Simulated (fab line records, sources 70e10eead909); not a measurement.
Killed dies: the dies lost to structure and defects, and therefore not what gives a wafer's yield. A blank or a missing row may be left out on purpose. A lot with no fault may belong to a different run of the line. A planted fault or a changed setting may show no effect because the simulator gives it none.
Comparing a struck lot with a sound one -- flow nand harc -- 15 out of 1302 route steps
Sound: wafers L846.2, L846.3, L846.5. The struck wafers were L857.3, L857.5, L857.6. The cause comes at the end.
Per side, at each step with rows, come the tool, then ch with its chambers, and then its first start. Under that, the readings that differ: sound wafers -- struck wafers -- difference of the means -- sigmas: that difference in standard deviations of wafers without a fault.
alike: same words and numbers on both sides, and readings whose means sit less than 2 such deviations apart. not compared: any withheld reading, any reading some wafer has no value for, any bound like >300 that may hide the same value, and any number with overlapping values for which the record gives no deviation.
Wherever a step has rows on one side only, a row that says differs or no value, or a row with sigmas, the two part there. Numbers that have no deviation but don't overlap get no sigmas and don't part them. A reading missing from all wafers of one side parts the sides only when that side holds two or more wafers.

NHARC_P_BONDPAD_ACTIVATE_29: chemistry N2, time 60 s.
  sound on rie diel-10 ch 1,2,3, day 7 03:59; struck on rie diel-10 ch 1,2, day 11 11:52
  alike: drypump motor current A, oes product au, rf vpp V, showerhead plenum p Torr
  not compared: rf hours counter h
then, 2 steps without rows for these wafers: NHARC_P_BONDPAD_PRECLEAN_30 (cleans in DIW, time 300 s); NHARC_P_BONDPAD_SRD_31 (time 30 s, dry time 20 s).
NHARC_A_START_INSPECT_01:
  sound: defect inspect-01 at day 7 04:23; struck: defect inspect-01 at day 11 12:17
  alike: raw defect count
then, 8 steps without rows for these wafers: NHARC_A_ZERO_WELL_PRECLEAN_00 (cleans in SPM, time 600 s); NHARC_A_ZERO_WELL_SRD_01; NHARC_A_ZERO_WELL_DEHYDRATE_02 (time 120 s); NHARC_A_ZERO_WELL_HMDS_03 (time 30 s); NHARC_A_ZERO_WELL_COAT_18 (time 65 s); NHARC_A_ZERO_WELL_COAT_04 (resist thk 600 nm); NHARC_A_ZERO_WELL_SOFTBAKE_05 (time 70 s); NHARC_A_ZERO_WELL_EBR_06.
NHARC_A_ZERO_WELL_EXPOSE_07: exposes mask A ZERO.
  sound on krf scanner-04 ch 0, day 7 04:58; struck on krf scanner-02 ch 0, day 11 12:59
reading,sound,struck,difference,sigmas
exposure dose mJ cm2,33.84 33.88 33.88,35.32 35.28 35.38,+1.46,+39
  alike: mask
then, 1 step without rows for these wafers: NHARC_A_ZERO_WELL_PEB_08 (peb time 80 s).
-- the record jumps here: 18 days lie between the struck wafers' starts before and after (it left off in module A_ZERO_WELL and takes up again in module END, whose first step shown is number 1302 of the route) --
NHARC_END_SORT_01:
  here the record holds rows for the struck wafers (prober-01 ch 0, day 29 08:53) but none for the sound ones

== WHERE THEY PART ==
Earliest at NHARC_A_ZERO_WELL_EXPOSE_07; latest, in this record, at NHARC_END_SORT_01.

WHY: what the simulator had put in
Drift in process parameters on krf scanner-02 at NHARC_A_ZERO_WELL_EXPOSE_07, starting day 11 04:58. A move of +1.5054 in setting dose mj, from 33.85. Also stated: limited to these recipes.
